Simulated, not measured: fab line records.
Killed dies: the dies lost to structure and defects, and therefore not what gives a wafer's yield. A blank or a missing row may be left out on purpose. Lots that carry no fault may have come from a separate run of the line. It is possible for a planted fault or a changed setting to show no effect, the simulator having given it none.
8D (eight disciplines) problem report, filled in by code ; flow nandHarc ; the parts of the form that need people (team, actions taken, sign-off) are left out

1. PROBLEM STATEMENT
At NHARC_END_SORT_01, killedAtArray averages 672 over 9 wafers from 3 lots, while fault-free wafers read 27, standard deviation 11. That puts it +59 standard deviations away from the usual mean.
First seen on wafer L217.1, day 20 16:35, on prober-02. The record holds 9 wafers of 3 lots with a number at this step. Rule for "out", or "out of limits": more than 4 standard deviations from the usual mean. Any other wafer with a number is counted as sound.

2. WHAT IT IS AND WHAT IT IS NOT
question;is;is not
which readings at this step;killedAtArray, killedDies;-
which lots;L217, L218, L220;-
which wafers of those lots;all that have a number;-
read on which gauges;prober-02;-
when;from day 20 16:35;up to then (0 sound wafers)

3. THE SUSPECTS, EACH WITH WHAT RULES IT OUT
Counting: a tool at a process step up to the reading stays a suspect if it ran every lot that is out and no sound lot after the first of them.
- the gauge at NHARC_END_SORT_01: kept. All the wafers that are out were read on prober-02, and no step on other tools shows them out.
- rieSi-05 at NHARC_A_ZERO_WELL_ETCH_13 (etches the open film in HBr/Cl2, target depth 120 nm, time 40.1 s): kept. It ran every lot that is out, first L218 (day 8 01:23), and no sound lot after that.
After counting, rieSi-05 at NHARC_A_ZERO_WELL_ETCH_13 and prober-02 at NHARC_END_SORT_01 remain.

4. THE CAUSE (what the simulator had put in)
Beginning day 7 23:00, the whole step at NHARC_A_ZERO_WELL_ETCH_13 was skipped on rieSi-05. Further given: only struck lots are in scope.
Of the 2 suspects that counting leaves, this tool is one.

5. THE EFFECT CHAIN, in route order
Each row: a reading whose mean over the struck wafers that have a number lies more than 3 standard deviations from the usual. Only readings for which the record gives a usual standard deviation are gone through. hours: the time from each lot's start at the first step in this table that gives one to its start at this step, as a median over the lots. sigmas: the change in usual standard deviations.
hours;step;reading;usual;on struck wafers;change;sigmas
0;NHARC_END_SORT_01;killedAtArray;27;672;+645;+59
0;NHARC_END_SORT_01;killedDies;31;677;+646;+54
Readings that are blank on the struck wafers while sound wafers have them: biasW at NHARC_A_ZERO_WELL_ETCH_13; chamberPressureMTorr at NHARC_A_ZERO_WELL_ETCH_13; drypumpMotorCurrentA at NHARC_A_ZERO_WELL_ETCH_13; hbrFlowSccm at NHARC_A_ZERO_WELL_ETCH_13; oesProductAu at NHARC_A_ZERO_WELL_ETCH_13; throttleValvePct at NHARC_A_ZERO_WELL_ETCH_13.

6. HOW IT WOULD HAVE BEEN CAUGHT EARLIER
306 hours passed between the start of the fault at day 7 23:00 and the first reading out of limits at a measuring or inspecting step in this record, taken at day 20 16:35.
At NHARC_A_ZERO_WELL_ETCH_13 the tool's readings are blank on the struck wafers, where sound wafers have them: an empty tool record is the first sign, and it was there at once.
By day 20 16:35 the whole set of lots that are out, 3 in number, had already begun NHARC_A_ZERO_WELL_ETCH_13 on rieSi-05. Holding the tool at that point would not have protected any of them.
